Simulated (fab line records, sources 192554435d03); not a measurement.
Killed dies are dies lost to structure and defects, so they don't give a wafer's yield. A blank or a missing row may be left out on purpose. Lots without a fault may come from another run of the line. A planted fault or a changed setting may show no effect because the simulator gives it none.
Chamber matching | flow n5_finfet | N5_MOL_CONTACT_COAG_STRIP_98 on rie_diel-02: 4 sister chambers
The step strips in N2/H2. 4 wafers are shown with their chamber, then 7 later ones without.

WAFERS WITH THEIR CHAMBER
wafer  | chamber | drypump_motor_current_A (A)
L080.2 | 1       | 5.4
L089.5 | 3       | 5.9
L091.3 | 2       | 6.4
L091.4 | 0       | 5.3

WAFERS WITHOUT THEIR CHAMBER
wafer  | drypump_motor_current_A (A)
L091.5 | 6.4
L094.1 | 5.9
L094.2 | 5.3
L094.4 | 5.5
L096.1 | 6.4
L096.2 | 5.9
L096.3 | 5.5

WHICH CHAMBER EACH WENT THROUGH
wafer  | from the rows above     | in truth
L091.5 | 2                       | 2
L094.1 | 3                       | 3
L094.2 | can't be placed: 0 or 1 | 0
L094.4 | can't be placed: 1 or 0 | 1
L096.1 | 2                       | 2
L096.2 | 3                       | 3
L096.3 | can't be placed: 1 or 0 | 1
Placed correctly: 4 of 7. Can't be placed from these rows: 3 (the true chamber is among the candidates in 3). Placed wrongly: 0.
How it was worked out, from the rows above alone: a wafer's distance from a chamber is the root of the sum, over the readings, of the square of ((its reading less the chamber's mean) divided by the reading's scatter). The wafer belongs to the nearest chamber; if the next one is less than 2 further off, it can't be placed. A chamber's mean is the mean of its shown wafers. The scatter: with one shown wafer a chamber, the root of the mean of the squares of how far each hidden wafer lies from its nearest shown one.
